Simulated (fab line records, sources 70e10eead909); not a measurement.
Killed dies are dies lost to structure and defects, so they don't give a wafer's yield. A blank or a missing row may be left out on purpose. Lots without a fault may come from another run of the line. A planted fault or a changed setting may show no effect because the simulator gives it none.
Chamber matching | flow nand_harc | NHARC_A_CHANNEL_FILL_D1_ALD_14 on ald_hk-02: 4 sister chambers
The step deposits SiO2, target thk 2.5 nm, pulse time 10 s, ald cycles 25. 8 wafers are shown with their chamber, then 12 later ones without.

WAFERS WITH THEIR CHAMBER
wafer  | chamber | heater_power_w (W) | precursor_pulse_height_rel
L086.6 | 3       | 414                | 0.991
L091.2 | 3       | 396                | 1.044
L091.5 | 2       | 411                | 1.023
L092.1 | 2       | 406                | 1.002
L092.2 | 1       | 461                | 1.004
L093.1 | 0       | 539                | 1.016
L093.4 | 1       | 466                | 1.006
L093.6 | 0       | 536                | 1.008

WAFERS WITHOUT THEIR CHAMBER
wafer  | heater_power_w (W) | precursor_pulse_height_rel
L094.3 | 549                | 0.962
L094.4 | 397                | 1.016
L094.5 | 443                | 0.994
L094.1 | 402                | 0.967
L094.2 | 459                | 1.002
L094.6 | 563                | 0.986
L095.2 | 443                | 1.045
L095.4 | 542                | 0.985
L095.6 | 400                | 0.981
L097.4 | 394                | 1.040
L097.5 | 389                | 0.990
L097.6 | 400                | 0.988

WHICH CHAMBER EACH WENT THROUGH
wafer  | from the rows above     | in truth
L094.3 | 0                       | 0
L094.4 | can't be placed: 3 or 2 | 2
L094.5 | 1                       | 1
L094.1 | can't be placed: 2 or 3 | 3
L094.2 | 1                       | 1
L094.6 | 0                       | 0
L095.2 | can't be placed: 1 or 2 | 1
L095.4 | 0                       | 0
L095.6 | can't be placed: 3 or 2 | 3
L097.4 | can't be placed: 3 or 2 | 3
L097.5 | can't be placed: 3 or 2 | 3
L097.6 | can't be placed: 3 or 2 | 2
Placed correctly: 5 of 12. Can't be placed from these rows: 7 (the true chamber is among the candidates in 7). Placed wrongly: 0.
How it was worked out, from the rows above alone: a wafer's distance from a chamber is the root of the sum, over the readings, of the square of ((its reading less the chamber's mean) divided by the reading's scatter). The wafer belongs to the nearest chamber; if the next one is less than 2 further off, it can't be placed. A chamber's mean is the mean of its shown wafers. The scatter: the root of (the sum of the squares of (reading less its chamber's mean) over the shown wafers, divided by (wafers less chambers)).
